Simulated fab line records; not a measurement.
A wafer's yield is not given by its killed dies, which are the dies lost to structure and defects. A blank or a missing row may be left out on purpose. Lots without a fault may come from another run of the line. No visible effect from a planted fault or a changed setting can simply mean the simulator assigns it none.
fab line records + flow nandHarc
record
- lots=6
- wafers=18
- lastDay=31
route steps=1302 shown P_GATE@133 END@1302
lots that met no fault: taken from a fault-free run of the same line
startH: hours from the record's first day to the start of the lot's first wafer shown + waitH: hours from the lot's prior step to this one + " same as the row above + L1.1+2: several wafers, shown together as one row + - value missing, or start not given + * or withheld: withheld + < > ~ a bound
route shown NAME@n: names a module that has steps shown in the file, with the first one's number in the route + usual: mean/standard deviation of fault-free wafers + same: alike in all rows + chamber/n: place in a boat + sites: the reading at each site + _std_site: the standard deviation of these + _edge_site: inner sites' mean taken away from outer sites' mean + radiusMm: how far each site lies from the wafer's centre + mask NAME#n: copy n + behind: the most recent tool/chamber to have shaped the wafer + hold: why the lot was held/for how many hours/how that ended + device: the transistor (n, p or np) that didn't switch + end of line: the tests these same wafers got at the end of their route + where a step has no rows: the recipe by itself + killed: dies lost to structure and defects at the first sort, not the wafer's yield + map: a wafer's dies, x killed, . not, _ none there
set.NAME: the run value of the setting; set.NAME@STEP: its run value at that earlier step + model.NAME: the simulator's own value behind a step, which no gauge read
lots at some steps of the route; a table a step, a row a wafer
services: the hour from which a tool's chamber was out of use, counted from the record's first day as startH (under 0 if before that day), plus the number of hours and why
## steps
# step NHARC_P_GATE_DEHYDRATE_18
# recipe
- tempC=150
- timeS=120
# step NHARC_P_GATE_HMDS_19
# recipe
- timeS=30
# step NHARC_P_GATE_COAT_20
# recipe
- spinRpm=1500
- resistThkNm=90
# step NHARC_P_GATE_SOFTBAKE_21
# recipe
- tempC=105
- timeS=55
# step NHARC_P_GATE_EBR_22
# step NHARC_P_GATE_EXPOSE_23
# recipe
- na=1.35
- targetCdNm=120
- doseMj=93.91
- maskId=P_GATE
# step NHARC_P_GATE_PEB_24
# recipe
- pebTempC=100
- pebTimeS=65
# step NHARC_P_GATE_DEVELOP_25
# recipe
- developTimeS=35
- devTempC=23
# step NHARC_P_GATE_CD_MEAS_26
# recipe
- targetCdNm=120
- landingEnergyEv=500
# usual
- cdNm=120.1/0.58
| lot.wafer | tool     | chamber | startH | waitH | cdNm  |
|-----------|----------|---------|--------|-------|-------|
| L510.4    | cdSem-03 | 0       | 209.61 | -     | 119.6 |
| L510.5    | "        | 0       | "      | "     | 119.9 |
| L510.6    | "        | 0       | "      | "     | 119.9 |
| L511.3    | cdSem-02 | 0       | 214.69 | -     | 120.2 |
| L511.4    | "        | 0       | "      | "     | 120.1 |
| L511.5    | "        | 0       | "      | "     | 119.1 |
| L512.1    | cdSem-02 | 0       | 242.54 | -     | 119.4 |
| L512.3    | "        | 0       | "      | "     | 118.4 |
| L512.4    | "        | 0       | "      | "     | 119.5 |
| L516.1    | cdSem-03 | 0       | 265.34 | -     | 120.3 |
| L516.3    | "        | 0       | "      | "     | 119.3 |
| L516.4    | "        | 0       | "      | "     | 120.1 |
| L517.2    | cdSem-02 | 0       | 277.74 | -     | 120.5 |
| L517.3    | "        | 0       | "      | "     | 119.4 |
| L517.4    | "        | 0       | "      | "     | 120.4 |
| L518.2    | cdSem-01 | 0       | 286.09 | -     | 120.1 |
| L518.4    | "        | 0       | "      | "     | 121.1 |
| L518.5    | "        | 0       | "      | "     | 121.8 |
# step NHARC_P_GATE_OVL_MEAS_27
# usual
- overlayXNm=-0.1/0.63
- overlayYNm=0.0/0.74
| lot.wafer | tool       | chamber | startH | waitH | overlayXNm | overlayYNm |
|-----------|------------|---------|--------|-------|------------|------------|
| L510.4    | overlay-02 | -       | 209.69 | -     | 0.3        | 0.3        |
| L510.5    | "          | -       | "      | "     | -0.6       | 1.4        |
| L510.6    | "          | -       | "      | "     | 0.1        | 0.1        |
| L511.3    | overlay-02 | -       | 214.77 | -     | -0.1       | 0.1        |
| L511.4    | "          | -       | "      | "     | -0.9       | 0.1        |
| L511.5    | "          | -       | "      | "     | -0.5       | 0.2        |
| L512.1    | overlay-01 | -       | 242.63 | -     | -1.4       | 0.0        |
| L512.3    | "          | -       | "      | "     | -0.9       | -0.2       |
| L512.4    | "          | -       | "      | "     | -1.3       | -0.2       |
| L516.1    | overlay-02 | -       | 265.43 | -     | -0.4       | 0.5        |
| L516.3    | "          | -       | "      | "     | 0.0        | 0.3        |
| L516.4    | "          | -       | "      | "     | -0.4       | 0.5        |
| L517.2    | overlay-01 | -       | 277.84 | -     | -0.3       | -0.9       |
| L517.3    | "          | -       | "      | "     | -0.5       | -1.0       |
| L517.4    | "          | -       | "      | "     | -0.4       | -0.8       |
| L518.2    | overlay-01 | -       | 286.18 | -     | -0.3       | 0.2        |
| L518.4    | "          | -       | "      | "     | -0.1       | 0.3        |
| L518.5    | "          | -       | "      | "     | -0.2       | 0.6        |
# step NHARC_P_GATE_INSPECT_28
# usual
- rawDefectCount=6.2/2.8
| lot.wafer | tool             | chamber | startH | waitH | rawDefectCount |
|-----------|------------------|---------|--------|-------|----------------|
| L510.4    | defectInspect-01 | -       | 209.73 | 0.0   | 7              |
| L510.5    | "                | -       | "      | "     | 7              |
| L510.6    | "                | -       | "      | "     | 4              |
| L511.3    | defectInspect-02 | -       | 214.81 | 0.0   | 3              |
| L511.4    | "                | -       | "      | "     | 10             |
| L511.5    | "                | -       | "      | "     | 5              |
| L512.1    | defectInspect-02 | -       | 242.66 | 0.0   | 5              |
| L512.3    | "                | -       | "      | "     | 4              |
| L512.4    | "                | -       | "      | "     | 10             |
| L516.1    | defectInspect-01 | -       | 265.47 | 0.0   | 6              |
| L516.3    | "                | -       | "      | "     | 6              |
| L516.4    | "                | -       | "      | "     | 4              |
| L517.2    | defectInspect-01 | -       | 277.88 | 0.0   | 12             |
| L517.3    | "                | -       | "      | "     | 5              |
| L517.4    | "                | -       | "      | "     | 3              |
| L518.2    | defectInspect-02 | -       | 286.22 | 0.0   | 5              |
| L518.4    | "                | -       | "      | "     | 5              |
| L518.5    | "                | -       | "      | "     | 9              |
# step NHARC_P_GATE_DESCUM_31
# recipe
- timeS=3
- o2FlowSccm=200
- arFlowSccm=0
- biasPowerW=0
- chemistry=O2
# usual
- drypumpMotorCurrentA=5.8/0.44
- oesProductAu=1.002/0.0089
- rfVppV=57.8/0.9
- showerheadPlenumPTorr=1.91/0.084
- throttleValvePct=11.312/0.0099
| lot.wafer | tool       | chamber | startH | waitH | drypumpMotorCurrentA | oesProductAu | rfHoursCounterH | rfVppV | showerheadPlenumPTorr | throttleValvePct |
|-----------|------------|---------|--------|-------|----------------------|--------------|-----------------|--------|-----------------------|------------------|
| L510.5    | rieDiel-10 | 2       | 209.82 | 0.1   | 5.4                  | 1.019        | -               | 59.0   | 2.04                  | 11.317           |
| L510.6    | "          | 0       | "      | "     | 5.2                  | 1.007        | -               | 57.9   | 1.84                  | 11.320           |
| L510.4    | "          | 1       | "      | "     | 5.4                  | 0.996        | -               | 56.8   | 1.89                  | 11.307           |
| L511.3    | rieDiel-10 | 0       | 214.87 | 0.1   | 5.2                  | 1.005        | 7.2             | 57.2   | 1.84                  | 11.305           |
| L511.5    | "          | 0       | "      | "     | 5.3                  | 1.007        | -               | 56.9   | 1.84                  | 11.308           |
| L511.4    | "          | 1       | "      | "     | 5.3                  | 0.985        | -               | 57.4   | 1.89                  | 11.321           |
| L512.1    | rieDiel-01 | 1       | 242.86 | 0.2   | 5.4                  | 1.006        | 1.9             | 57.9   | 1.80                  | 11.317           |
| L512.4    | "          | 2       | "      | "     | 6.4                  | 0.998        | 1.6             | 57.5   | 2.02                  | 11.328           |
| L512.3    | "          | 3       | "      | "     | 6.0                  | 1.008        | 1.6             | 58.7   | 1.95                  | 11.305           |
| L516.3    | rieDiel-01 | 3       | 265.54 | 0.1   | 6.0                  | 1.010        | 2.9             | 58.2   | 1.95                  | 11.313           |
| L516.4    | "          | 0       | "      | "     | 6.2                  | 1.003        | 3.9             | 56.9   | 1.86                  | 11.304           |
| L516.1    | "          | 1       | "      | "     | 5.4                  | 1.009        | 4.0             | 56.2   | 1.80                  | 11.306           |
| L517.4    | rieDiel-10 | 3       | 277.94 | 0.1   | 5.4                  | 0.991        | 1.2             | 57.0   | 2.06                  | 11.327           |
| L517.3    | "          | 1       | "      | "     | 5.4                  | 0.990        | 1.7             | 58.2   | 1.89                  | 11.316           |
| L517.2    | "          | 2       | "      | "     | 5.4                  | 0.997        | 1.7             | 57.8   | 2.04                  | 11.315           |
| L518.2    | rieDiel-08 | 2       | 286.28 | 0.1   | 5.8                  | 1.013        | 5.9             | 57.1   | 1.83                  | 11.316           |
| L518.4    | "          | 0       | "      | "     | 5.7                  | 1.004        | 3.5             | 59.0   | 1.97                  | 11.302           |
| L518.5    | "          | 1       | "      | "     | 6.5                  | 1.013        | -               | 58.5   | 1.83                  | 11.323           |
# step NHARC_P_GATE_ETCH_104
# recipe
- targetDepthA=600
- timeS=withheld
- cf4FlowSccm=100
- chf3FlowSccm=30
- arFlowSccm=0
- rfW=500
- biasW=200
- chemistry=CF4/CHF3
# usual
- drypumpMotorCurrentA=5.8/0.44
- oesProductAu=0.948/0.021
- rfFwdPowerW=492.2/2.4
- rfVppV=370.5/2.3
- showerheadPlenumPTorr=1.57/0.064
- throttleValvePct=16.802/0.0091
| lot.wafer | tool       | chamber | startH | waitH | drypumpMotorCurrentA | oesProductAu | rfFwdPowerW | rfVppV | showerheadPlenumPTorr | throttleValvePct |
|-----------|------------|---------|--------|-------|----------------------|--------------|-------------|--------|-----------------------|------------------|
| L510.6    | rieDiel-10 | 2       | 209.91 | 0.1   | 5.4                  | 1.035        | 555.3       | 374.3  | 1.67                  | 16.798           |
| L510.4    | "          | 0       | "      | "     | 5.3                  | 0.960        | 494.5       | 368.0  | 1.52                  | 16.806           |
| L510.5    | "          | 1       | "      | "     | 5.3                  | 0.948        | 490.0       | 369.1  | 1.56                  | 16.803           |
| L511.3    | rieDiel-10 | 2       | 214.98 | 0.1   | 5.4                  | 1.028        | 551.3       | 372.9  | 1.67                  | 16.798           |
| L511.4    | "          | 0       | "      | "     | 5.2                  | 0.920        | 496.6       | 369.3  | 1.52                  | 16.799           |
| L511.5    | "          | 2       | "      | "     | 5.4                  | 1.033        | 551.9       | 373.3  | 1.67                  | 16.784           |
| L512.3    | rieDiel-01 | 3       | 242.94 | 0.1   | 6.0                  | 0.962        | 494.0       | 370.5  | 1.60                  | 16.817           |
| L512.4    | "          | 0       | "      | "     | 6.2                  | 0.956        | 491.6       | 368.5  | 1.53                  | 16.796           |
| L512.1    | "          | 1       | "      | "     | 5.5                  | 0.967        | 493.9       | 366.6  | 1.48                  | 16.807           |
| L516.1    | rieDiel-01 | 1       | 265.61 | 0.1   | 5.4                  | 0.927        | 490.4       | 367.1  | 1.48                  | 16.793           |
| L516.3    | "          | 2       | "      | "     | 6.3                  | 0.919        | 496.0       | 372.5  | 1.66                  | 16.793           |
| L516.4    | "          | 0       | "      | "     | 6.2                  | 0.925        | 488.9       | 368.2  | 1.53                  | 16.797           |
| L517.4    | rieDiel-10 | 0       | 278.02 | 0.1   | 5.2                  | 0.923        | 493.6       | 368.0  | 1.51                  | 16.799           |
| L517.2    | "          | 2       | "      | "     | 5.4                  | 0.936        | 492.3       | 374.7  | 1.67                  | 16.806           |
| L517.3    | "          | 3       | "      | "     | 5.4                  | 0.917        | 495.1       | 374.1  | 1.68                  | 16.807           |
| L518.4    | rieDiel-08 | 0       | 286.37 | 0.1   | 5.7                  | 0.975        | 493.5       | 371.9  | 1.62                  | 16.796           |
| L518.2    | "          | 1       | "      | "     | 6.4                  | 0.961        | 489.3       | 368.6  | 1.51                  | 16.799           |
| L518.5    | "          | 2       | "      | "     | 5.8                  | 0.967        | 494.8       | 368.9  | 1.51                  | 16.802           |
# step NHARC_P_GATE_HM_OPEN_105
# recipe
- targetDepthA=3600
- o2FlowSccm=400
- cosFlowSccm=20
- arFlowSccm=0
- rfW=500
- biasW=300
- chemistry=O2/COS
# usual
- drypumpMotorCurrentA=5.8/0.44
- oesProductAu=1.002/0.0092
- rfVppV=467.3/2.9
- showerheadPlenumPTorr=3.13/0.13
- throttleValvePct=28.330/0.01
| lot.wafer | tool       | chamber | startH | waitH | drypumpMotorCurrentA | oesProductAu | rfHoursCounterH | rfVppV | showerheadPlenumPTorr | throttleValvePct |
|-----------|------------|---------|--------|-------|----------------------|--------------|-----------------|--------|-----------------------|------------------|
| L510.5    | rieDiel-10 | 1       | -      | -     | 5.3                  | 0.991        | -               | 465.8  | 3.09                  | 28.332           |
| L510.4    | "          | 2       | "      | "     | 5.4                  | 1.003        | -               | 471.1  | 3.32                  | 28.309           |
| L510.6    | "          | 0       | "      | "     | 5.2                  | 1.013        | -               | 465.5  | 3.01                  | 28.337           |
| L511.3    | rieDiel-10 | 0       | -      | -     | 5.2                  | 1.009        | 7.2             | 464.9  | 3.01                  | 28.322           |
| L511.5    | "          | 2       | "      | "     | 5.4                  | 1.004        | -               | 469.9  | 3.32                  | 28.345           |
| L511.4    | "          | 0       | "      | "     | 5.3                  | 1.005        | -               | 464.8  | 3.01                  | 28.324           |
| L512.1    | rieDiel-01 | 2       | -      | -     | 6.4                  | 1.003        | 1.6             | 470.6  | 3.29                  | 28.332           |
| L512.4    | "          | 3       | "      | "     | 6.0                  | 1.007        | 1.6             | 468.6  | 3.18                  | 28.315           |
| L512.3    | "          | 0       | "      | "     | 6.2                  | 0.985        | 1.9             | 465.6  | 3.04                  | 28.341           |
| L516.1    | rieDiel-01 | 0       | -      | -     | 6.2                  | 0.997        | 3.9             | 465.1  | 3.04                  | 28.348           |
| L516.4    | "          | 1       | "      | "     | 5.4                  | 0.998        | 4.1             | 463.5  | 2.94                  | 28.339           |
| L516.3    | "          | 3       | "      | "     | 6.0                  | 1.014        | 2.9             | 468.7  | 3.18                  | 28.331           |
| L517.2    | rieDiel-10 | 3       | -      | -     | 5.4                  | 0.994        | 1.2             | 471.2  | 3.34                  | 28.327           |
| L517.4    | "          | 0       | "      | "     | 5.3                  | 0.995        | 1.2             | 465.4  | 3.01                  | 28.316           |
| L517.3    | "          | 2       | "      | "     | 5.4                  | 1.003        | 1.7             | 472.9  | 3.31                  | 28.349           |
| L518.4    | rieDiel-08 | 2       | -      | -     | 5.8                  | 1.009        | 5.9             | 465.6  | 3.00                  | 28.334           |
| L518.2    | "          | 1       | "      | "     | 6.4                  | 1.004        | 5.9             | 463.7  | 2.99                  | 28.318           |
| L518.5    | "          | 3       | "      | "     | 6.5                  | 1.004        | -               | 468.7  | 3.17                  | 28.327           |
# step NHARC_END_SORT_01
# recipe
- tempC=25
# usual
- killedAtArray=54/18
- killedAtOther=0.7/0.87
- killedAtPeriphery=3.7/2.5
- killedDies=59/19
- killedOpen=3.3/2
- killedShort=2.6/1.6
# same
- grossDies=677
| lot.wafer | tool      | chamber | startH | waitH | killedAtArray | killedAtOther | killedAtPeriphery | killedDies | killedOpen | killedShort |
|-----------|-----------|---------|--------|-------|---------------|---------------|-------------------|------------|------------|-------------|
| L511.3    | prober-01 | 0       | 678.82 | 3.1   | 61            | 0             | 4                 | 65         | 3          | 3           |
| L511.4    | prober-01 | 0       | 679.63 | 3.4   | 62            | 1             | 1                 | 64         | 1          | 4           |
| L511.5    | prober-01 | 0       | 680.44 | 3.7   | 64            | 0             | 5                 | 69         | 2          | 5           |
| L510.4    | prober-02 | 0       | 692.31 | 5.4   | 30            | 1             | 3                 | 34         | 1          | 4           |
| L516.1    | prober-01 | 0       | 725.78 | 2.5   | 26            | 0             | 2                 | 28         | 2          | 1           |
| L516.3    | prober-01 | 0       | 727.37 | 3.1   | 22            | 0             | 0                 | 22         | 0          | 0           |
| L516.4    | prober-01 | 0       | 728.17 | 3.4   | 19            | 0             | 4                 | 23         | 2          | 1           |
# killed by level:class
L511.3 A_SLIT:chamberFilmFlake=33 A_CHANNEL_HOLE_D2:chamberFilmFlake=18 A_CHANNEL_HOLE_D1:chamberFilmFlake=5 P_CONTACT:geometricParticle:open=2 P_M0:geometricParticle:short=1 A_CHANNEL_FILL_D1:geometricParticle:short=1 A_SGD_CUT:geometricParticle:open=1 A_M1:geometricParticle:short=1
L511.4 A_SLIT:chamberFilmFlake=31 A_CHANNEL_HOLE_D2:chamberFilmFlake=13 A_CHANNEL_HOLE_D1:chamberFilmFlake=4 A_CONTACT:chamberFilmFlake=3 A_CHANNEL_HOLE_D1:geometricParticle:short=2 A_CHANNEL_FILL_D2:chamberFilmFlake=2 A_ONON_D1:geometricParticle:short=1 A_SGD_CUT:geometricParticle:short=1
L511.5 A_SLIT:chamberFilmFlake=35 A_CHANNEL_HOLE_D2:chamberFilmFlake=12 A_CHANNEL_HOLE_D1:chamberFilmFlake=6 A_SGD_CUT:geometricParticle:short=2 P_M0:chamberFilmFlake=2 A_STAIRCASE:chamberFilmFlake=2 P_GATE:geometricParticle:short=1 P_CONTACT:geometricParticle:open=1
L510.4 A_CHANNEL_HOLE_D1:chamberFilmFlake=8 A_SLIT:chamberFilmFlake=6 A_CONTACT:chamberFilmFlake=5 A_DECK1_JOINT:chamberFilmFlake=3 P_ZERO_WELL:chamberFilmFlake=2 A_CHANNEL_HOLE_D2:chamberFilmFlake=2 P_GATE:geometricParticle:short=1 A_ONON_D1:geometricParticle:short=1
L516.1 A_CHANNEL_HOLE_D1:chamberFilmFlake=12 A_SLIT:chamberFilmFlake=4 A_ZERO_WELL:chamberFilmFlake=2 A_DECK1_JOINT:chamberFilmFlake=2 P_M0:geometricParticle:open=1 A_ONON_D1:geometricParticle:short=1 A_SGD_CUT:geometricParticle:open=1 P_ZERO_WELL:chamberFilmFlake=1
L516.3 A_CHANNEL_HOLE_D1:chamberFilmFlake=12 A_SLIT:chamberFilmFlake=5 A_DECK1_JOINT:chamberFilmFlake=2 A_ZERO_WELL:chamberFilmFlake=1 A_CHANNEL_FILL_D2:chamberFilmFlake=1 A_CONTACT:chamberFilmFlake=1
L516.4 A_CHANNEL_HOLE_D1:chamberFilmFlake=10 A_SLIT:chamberFilmFlake=5 P_GATE:chamberFilmFlake=2 P_M0:geometricParticle:open=1 A_ONON_D2:geometricParticle:short=1 A_STAIRCASE:geometricParticle:open=1 P_STI:chamberFilmFlake=1 A_STAIRCASE:chamberFilmFlake=1
## services
| tool       | chamber | startH | hours | kind      |
|------------|---------|--------|-------|-----------|
| rieDiel-01 | 0       | 188.89 | 16.3  | repair    |
| rieDiel-08 | -       | 190.80 | 9.0   | pm        |
| rieDiel-10 | 0       | 197.00 | -     | clean     |
| rieDiel-10 | 1       | 197.00 | -     | clean     |
| rieDiel-10 | 2       | 197.00 | -     | clean     |
| rieDiel-10 | 3       | 197.00 | -     | clean     |
| rieDiel-10 | 2       | 197.99 | 7.6   | repair    |
| rieDiel-01 | -       | 204.01 | 9.0   | pm        |
| rieDiel-08 | 0       | 213.75 | 4.9   | repair    |
| rieDiel-10 | 0       | 221.50 | -     | clean     |
| rieDiel-10 | 1       | 221.50 | -     | clean     |
| rieDiel-10 | 2       | 221.50 | -     | clean     |
| rieDiel-10 | 3       | 221.50 | -     | clean     |
| rieDiel-10 | -       | 242.97 | 9.0   | pm        |
| rieDiel-10 | 0       | 242.97 | 9.0   | ventCycle |
| rieDiel-10 | 1       | 242.97 | 9.0   | ventCycle |
| rieDiel-10 | 2       | 242.97 | 9.0   | ventCycle |
| rieDiel-10 | 3       | 242.97 | 9.0   | ventCycle |
| rieDiel-08 | 0       | 245.35 | 16.4  | repair    |
| rieDiel-10 | 0       | 251.97 | -     | clean     |
| rieDiel-10 | 1       | 251.97 | -     | clean     |
| rieDiel-10 | 2       | 251.97 | -     | clean     |
| rieDiel-10 | 3       | 251.97 | -     | clean     |
| rieDiel-08 | 3       | 265.34 | 3.9   | repair    |
## key
firstSign
- step=NHARC_P_GATE_ETCH_104
- reading=rfFwdPowerW
- direction=up
- sigmas=25
- usual=*
- struck=*
effect
- step=NHARC_P_GATE_ETCH_104
- reading=oesProductAu
- direction=up
- sigmas=3.9
- usual=0.948
- struck=1.032
metAt NHARC_P_GATE_ETCH_104
struckWafers L510.6,L511.3,L511.5
testerLeftOut L510,L511
fault
- kind=processParameterDrift
- tool=rieDiel-10
- chamber=2
- onsetH=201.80
- steps=NHARC_P_GATE_ETCH_104
- channel=rfW
- offset=*
- shape=step
- endH=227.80
- actsIn=*
- stated=*
# testerLeftOut: of these lots the tester's yield and bins aren't shown, on N5 and GAA mostly nor the transistor test; their killed dies are dies lost to structure and defects alone, not to doping, threshold or leakage, so they don't give the yield
